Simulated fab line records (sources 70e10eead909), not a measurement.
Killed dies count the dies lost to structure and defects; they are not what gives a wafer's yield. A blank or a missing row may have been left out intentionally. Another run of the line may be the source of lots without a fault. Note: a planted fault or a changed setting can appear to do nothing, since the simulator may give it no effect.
Matching of chambers || flow nand harc || NHARC_P_GATE_ETCH_104 on rie diel-07 has 4 sister chambers
The step etches the open film in CF4/CHF3, target depth 60 nm. 4 wafers are shown with their chamber, then 7 later ones without.

## EACH WAFER AND ITS CHAMBER
{"wafer": "L505.1", "chamber": 2, "rf vpp V (V)": 372.7}
{"wafer": "L505.5", "chamber": 3, "rf vpp V (V)": 372.7}
{"wafer": "L510.1", "chamber": 1, "rf vpp V (V)": 368.4}
{"wafer": "L510.2", "chamber": 0, "rf vpp V (V)": 371.3}

## WAFERS WITH NO CHAMBER GIVEN
{"wafer": "L510.5", "rf vpp V (V)": 371.2}
{"wafer": "L509.1", "rf vpp V (V)": 371.8}
{"wafer": "L509.4", "rf vpp V (V)": 373.0}
{"wafer": "L509.6", "rf vpp V (V)": 373.2}
{"wafer": "L511.1", "rf vpp V (V)": 374.4}
{"wafer": "L511.3", "rf vpp V (V)": 371.7}
{"wafer": "L511.6", "rf vpp V (V)": 371.6}

## EACH ONE'S CHAMBER
{"wafer": "L510.5", "from the rows above": "can't be placed: 0 or 2 or 3", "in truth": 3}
{"wafer": "L509.1", "from the rows above": "can't be placed: 0 or 2 or 3", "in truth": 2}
{"wafer": "L509.4", "from the rows above": "can't be placed: 2 or 3 or 0", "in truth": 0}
{"wafer": "L509.6", "from the rows above": "can't be placed: 2 or 3 or 0", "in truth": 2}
{"wafer": "L511.1", "from the rows above": "can't be placed: 2 or 3 or 0", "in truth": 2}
{"wafer": "L511.3", "from the rows above": "can't be placed: 0 or 2 or 3", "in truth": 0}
{"wafer": "L511.6", "from the rows above": "can't be placed: 0 or 2 or 3", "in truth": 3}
Placed correctly: 0 of 7. Unplaceable from these rows: 7, with the true chamber sitting among the candidates in 7. Wrongly placed: 0.
How it was worked out, from the rows above alone: a wafer's distance from a chamber is the root of the sum, over the readings, of the square of ((its reading less the chamber's mean) divided by the reading's scatter). The wafer belongs to the nearest chamber; if the next one is less than 2 further off, it can't be placed. For every chamber, the mean is computed from those of its wafers that are shown. The scatter: root of mean squared gap, hidden wafer to nearest shown wafer, with one shown wafer a chamber.
